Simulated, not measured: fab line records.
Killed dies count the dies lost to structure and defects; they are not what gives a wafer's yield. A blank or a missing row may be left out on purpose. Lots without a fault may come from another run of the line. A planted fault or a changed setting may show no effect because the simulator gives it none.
Matching of chambers ; flow n5Finfet ; N5_MOL_CONTACT_COAG_STRIP_96 on rieDiel-06: 4 sister chambers
The step strips in N2/H2. 4 wafers are shown with their chamber, then 9 later ones without.

WAFERS WITH THEIR CHAMBER
wafer;chamber;drypumpMotorCurrentA (A)
L078.3;1;4.9
L084.3;0;5.6
L085.3;3;5.5
L085.5;2;6.6

WAFERS MISSING THEIR CHAMBER
wafer;drypumpMotorCurrentA (A)
L088.2;4.9
L088.4;5.6
L088.5;4.9
L091.3;5.6
L091.5;5.5
L091.6;5.6
L093.2;5.6
L093.3;6.6
L093.5;5.4

WHICH CHAMBER EACH WENT THROUGH
wafer;from the rows above;in truth
L088.2;1;1
L088.4;0;0
L088.5;1;1
L091.3;0;0
L091.5;3;3
L091.6;0;0
L093.2;0;0
L093.3;2;2
L093.5;3;3
Placed correctly: 9 of 9. Left unplaced by these rows: 0. 0 placed wrongly.
How it was worked out, from the rows above alone: a wafer's distance from a chamber is the root of the sum, over the readings, of the square of ((its reading less the chamber's mean) divided by the reading's scatter). The wafer belongs to the nearest chamber; if the next one is less than 2 further off, it can't be placed. For every chamber, the mean is computed from those of its wafers that are shown. The scatter: root of mean squared gap, hidden wafer to nearest shown wafer, with one shown wafer a chamber.
